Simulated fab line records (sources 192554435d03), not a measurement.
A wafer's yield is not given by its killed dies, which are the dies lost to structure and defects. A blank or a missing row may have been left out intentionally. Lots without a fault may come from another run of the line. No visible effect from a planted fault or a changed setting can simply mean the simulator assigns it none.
Split-lot study / flow n5_finfet / 7 lots, 21 wafers read, on a route of 1938 steps

THE SPLIT
At N5_PASSIVATION_SPUTTER_20 (material TaN, target thk 50 nm), the setting target_thk_a was moved away from the recipe's 500 angstrom on 6 of the 21 wafers read, by -4.8% to +11.5%. This setting was run at the recipe's value on the other wafers.

The split's own step is where the reading is taken.

THE READING
TaN_of_PASSIVATION_SPUTTER_20.thk_nm (the simulator's own value, which no gauge read), in nm, at N5_PASSIVATION_SPUTTER_20 (material TaN, target thk 50 nm). The file does not state a usual value for it. Average 50.1 nm, standard deviation 0.42 nm, over the 15 wafers here run with the recipe.

wafer=L074.1; tool, chamber at the split=pvd_sputter-01, -; target_thk_a as run, angstrom=500; against the recipe=recipe; TaN_of_PASSIVATION_SPUTTER_20.thk_nm, nm=50; against lot-mates on the recipe=-
wafer=L074.3; tool, chamber at the split=pvd_sputter-01, -; target_thk_a as run, angstrom=475.9; against the recipe=-4.8%; TaN_of_PASSIVATION_SPUTTER_20.thk_nm, nm=47.8; against lot-mates on the recipe=-1.9
wafer=L074.5; tool, chamber at the split=pvd_sputter-01, -; target_thk_a as run, angstrom=500; against the recipe=recipe; TaN_of_PASSIVATION_SPUTTER_20.thk_nm, nm=49.4; against lot-mates on the recipe=-
wafer=L075.3; tool, chamber at the split=pvd_sputter-02, -; target_thk_a as run, angstrom=500; against the recipe=recipe; TaN_of_PASSIVATION_SPUTTER_20.thk_nm, nm=50.2; against lot-mates on the recipe=-
wafer=L075.5; tool, chamber at the split=pvd_sputter-02, -; target_thk_a as run, angstrom=500; against the recipe=recipe; TaN_of_PASSIVATION_SPUTTER_20.thk_nm, nm=50.2; against lot-mates on the recipe=-
wafer=L075.4; tool, chamber at the split=pvd_sputter-02, -; target_thk_a as run, angstrom=500; against the recipe=recipe; TaN_of_PASSIVATION_SPUTTER_20.thk_nm, nm=50.4; against lot-mates on the recipe=-
wafer=L079.2; tool, chamber at the split=pvd_sputter-03, -; target_thk_a as run, angstrom=500; against the recipe=recipe; TaN_of_PASSIVATION_SPUTTER_20.thk_nm, nm=50.2; against lot-mates on the recipe=-
wafer=L079.6; tool, chamber at the split=pvd_sputter-03, -; target_thk_a as run, angstrom=500; against the recipe=recipe; TaN_of_PASSIVATION_SPUTTER_20.thk_nm, nm=50.2; against lot-mates on the recipe=-
wafer=L079.4; tool, chamber at the split=pvd_sputter-03, -; target_thk_a as run, angstrom=557.6; against the recipe=+11.5%; TaN_of_PASSIVATION_SPUTTER_20.thk_nm, nm=55.6; against lot-mates on the recipe=+5.4
wafer=L082.2; tool, chamber at the split=pvd_sputter-03, -; target_thk_a as run, angstrom=500; against the recipe=recipe; TaN_of_PASSIVATION_SPUTTER_20.thk_nm, nm=51; against lot-mates on the recipe=-
wafer=L082.5; tool, chamber at the split=pvd_sputter-03, -; target_thk_a as run, angstrom=500; against the recipe=recipe; TaN_of_PASSIVATION_SPUTTER_20.thk_nm, nm=50.4; against lot-mates on the recipe=-
wafer=L082.6; tool, chamber at the split=pvd_sputter-03, -; target_thk_a as run, angstrom=519.3; against the recipe=+3.9%; TaN_of_PASSIVATION_SPUTTER_20.thk_nm, nm=52; against lot-mates on the recipe=+1.3
wafer=L086.2; tool, chamber at the split=pvd_sputter-01, -; target_thk_a as run, angstrom=500; against the recipe=recipe; TaN_of_PASSIVATION_SPUTTER_20.thk_nm, nm=50.4; against lot-mates on the recipe=-
wafer=L086.4; tool, chamber at the split=pvd_sputter-01, -; target_thk_a as run, angstrom=521.6; against the recipe=+4.3%; TaN_of_PASSIVATION_SPUTTER_20.thk_nm, nm=51.8; against lot-mates on the recipe=+1.4
wafer=L086.6; tool, chamber at the split=pvd_sputter-01, -; target_thk_a as run, angstrom=521.6; against the recipe=+4.3%; TaN_of_PASSIVATION_SPUTTER_20.thk_nm, nm=52.4; against lot-mates on the recipe=+2.0
wafer=L091.1; tool, chamber at the split=pvd_sputter-01, -; target_thk_a as run, angstrom=530.6; against the recipe=+6.1%; TaN_of_PASSIVATION_SPUTTER_20.thk_nm, nm=52.4; against lot-mates on the recipe=+2.8
wafer=L091.3; tool, chamber at the split=pvd_sputter-01, -; target_thk_a as run, angstrom=500; against the recipe=recipe; TaN_of_PASSIVATION_SPUTTER_20.thk_nm, nm=49.6; against lot-mates on the recipe=-
wafer=L091.4; tool, chamber at the split=pvd_sputter-01, -; target_thk_a as run, angstrom=500; against the recipe=recipe; TaN_of_PASSIVATION_SPUTTER_20.thk_nm, nm=49.6; against lot-mates on the recipe=-
wafer=L092.2; tool, chamber at the split=pvd_sputter-01, -; target_thk_a as run, angstrom=500; against the recipe=recipe; TaN_of_PASSIVATION_SPUTTER_20.thk_nm, nm=50; against lot-mates on the recipe=-
wafer=L092.3; tool, chamber at the split=pvd_sputter-01, -; target_thk_a as run, angstrom=500; against the recipe=recipe; TaN_of_PASSIVATION_SPUTTER_20.thk_nm, nm=50; against lot-mates on the recipe=-
wafer=L092.6; tool, chamber at the split=pvd_sputter-01, -; target_thk_a as run, angstrom=500; against the recipe=recipe; TaN_of_PASSIVATION_SPUTTER_20.thk_nm, nm=49.4; against lot-mates on the recipe=-

FIT RESULTS
A straight line over all 21 wafers: TaN_of_PASSIVATION_SPUTTER_20.thk_nm changes by +0.465 nm for each +1% of target_thk_a; r = +0.97; the points scatter about the line by 0.4 nm.
The same after taking each lot's own level away (the mean of its wafers on the recipe; 21 wafers): +0.441 nm for each +1%; r = +0.99; scatter 0.25 nm.
According to that fit, moving target_thk_a by its largest amount changes the reading by 5.1 nm.
Across the lots, their own levels run from 49.60 to 50.70 nm, a range of 2.6 times the standard deviation given above.
Hence the lot-to-lot level has little effect on the slope; both slopes agree.
Check: with one of the wafers moved furthest among these (+11.5%) left out of the fit, the line predicts +4.69 nm for it against its lot-mates. It came out at +5.4 nm against them.

THE OTHER SPLITS THESE WAFERS WENT THROUGH
Note: prior to the reading, these wafers also went through further splits. Each is held against what the fit with the lots' levels taken away leaves over:
other split on the same wafers=N5_BEOL_M15_TRENCH_ETCH_34 time_s; wafers away from the commonest value=4; r with TaN_of_PASSIVATION_SPUTTER_20.thk_nm (lot level and that fit taken away)=-0.30
other split on the same wafers=N5_PASSIVATION_PASS_ETCH_74 source_w; wafers away from the commonest value=8; r with TaN_of_PASSIVATION_SPUTTER_20.thk_nm (lot level and that fit taken away)=+0.04

THE FILE'S OWN FIT
TaN_of_PASSIVATION_SPUTTER_20.thk_nm changes by +0.444 nm for each +1% of target_thk_a, r = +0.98.
